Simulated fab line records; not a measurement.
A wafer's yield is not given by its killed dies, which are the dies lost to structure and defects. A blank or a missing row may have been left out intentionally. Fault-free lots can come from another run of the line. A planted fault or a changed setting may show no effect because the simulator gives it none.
Matching of chambers	flow n5Finfet	uvCure-02 running N5_BEOL_M7_CURE_75: 3 sister chambers
The step cures SiCOH lowk, time 120 s. 3 wafers are shown with their chamber, then 8 later ones without.

## WAFERS WITH THEIR CHAMBER
wafer	chamber	wafer_temp_C_max
L080.6	1	371.9
L084.6	0	373.0
L088.1	2	370.8

## WAFERS WITHOUT THEIR CHAMBER
wafer	wafer_temp_C_max
L088.4	370.8
L088.5	370.9
L093.1	371.0
L093.3	371.5
L093.4	370.9
L096.3	371.3
L096.5	371.4
L096.6	371.2

## WHICH CHAMBER EACH ONE RAN IN
wafer	from the rows above	in truth
L088.4	2	2
L088.5	2	2
L093.1	2	2
L093.3	can't be placed: 1 or 2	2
L093.4	2	2
L096.3	can't be placed: 2 or 1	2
L096.5	can't be placed: 1 or 2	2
L096.6	can't be placed: 2 or 1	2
Placed correctly: 4 of 8. Not placeable from these rows: 4 (in 4, the candidates include the true chamber). Number placed wrongly: 0.
How it was worked out, from the rows above alone: a wafer's distance from a chamber is the root of the sum, over the readings, of the square of ((its reading less the chamber's mean) divided by the reading's scatter). The wafer belongs to the nearest chamber; if the next one is less than 2 further off, it can't be placed. Each chamber's mean is taken over the wafers shown for it. The scatter: root of mean squared gap, hidden wafer to nearest shown wafer, with one shown wafer a chamber.
